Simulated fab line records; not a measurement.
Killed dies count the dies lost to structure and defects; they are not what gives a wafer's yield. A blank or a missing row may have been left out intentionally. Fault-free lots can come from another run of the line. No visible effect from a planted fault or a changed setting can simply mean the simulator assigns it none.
The tool behind it: which one? ; flow n5_finfet ; route of 1938 steps, sampled at 1 step: 22 lots, 66 wafers

== WHAT THE GAUGES READ, wafer by wafer ==
N5_BEOL_M6_INSPECT_30: inspects for defects (brightfield).
lot;measured;on;raw_defect_count
L075;day 8 13:14;defect_inspect-02;417 453 498
L074;day 9 04:15;defect_inspect-02;548 390 494
L076;day 9 05:25;defect_inspect-02;394 381 541
L077;day 9 06:04;defect_inspect-01;429 516 394
L078;day 9 17:28;defect_inspect-01;376 461 314
L079;day 9 20:02;defect_inspect-01;423 366 349
L080;day 10 04:23;defect_inspect-01;479 376 391
L081;day 10 09:13;defect_inspect-02;386 391 403
L083;day 10 14:22;defect_inspect-01;299 285 373
L084;day 11 03:17;defect_inspect-02;277 386 309
L085;day 11 08:53;defect_inspect-02;427 510 465
L086;day 11 17:55;defect_inspect-01;339 390 530
L087;day 12 16:07;defect_inspect-01;355 394 359
L089;day 12 20:07;defect_inspect-01;256 261 304
L088;day 12 20:10;defect_inspect-01;274 331 366
L090;day 12 23:56;defect_inspect-01;386 268 463
L091;day 13 02:31;defect_inspect-01;400 413 393
L093;day 13 13:32;defect_inspect-02;459 344 439
L094;day 13 18:47;defect_inspect-02;495 347 450
L092;day 13 19:19;defect_inspect-02;468 284 386
L096;day 14 10:44;defect_inspect-01;272 327 296
L097;day 14 12:59;defect_inspect-01;347 368 596

== EACH LOT AND THE TOOL THAT RAN IT (in order: tool; ch and the chambers of the sampled wafers; start) ==
No process step before these readings appears in the record.

== WHAT THE TOOLS THEMSELVES READ (means of the sampled wafers that have a number; where no wafer has one, the mark that the record gives instead) ==
The record holds no such reading with a usual standard deviation.

== THE ANSWER, worked out from the rows above alone ==
Rule: what is usual is taken from the lots themselves. The widest of any qualifying gaps counts: lots, ordered by their means at a reading, are off when they make up no more than a third of the lots, leave a main group of 4 or more, and stand apart from it by 3 or more times the standard deviation of that group's means. A main group whose means are all the same, to the digits that the tables above print for the reading, isn't used. Also off: a lot with no number at a reading for which 4 or more lots have one. The other lots that the step has rows for count as sound. Order of review: gauges by route order, followed by the tools' own readings, for which a lot's mean as printed above is used. The first step at which some lot is off is used, and at that step the reading that is off furthest; a lot without a number counts as furthest.
None of the lots is off at any reading shown; this tells nothing.

== WHAT THE SIMULATOR HAD INSERTED ==
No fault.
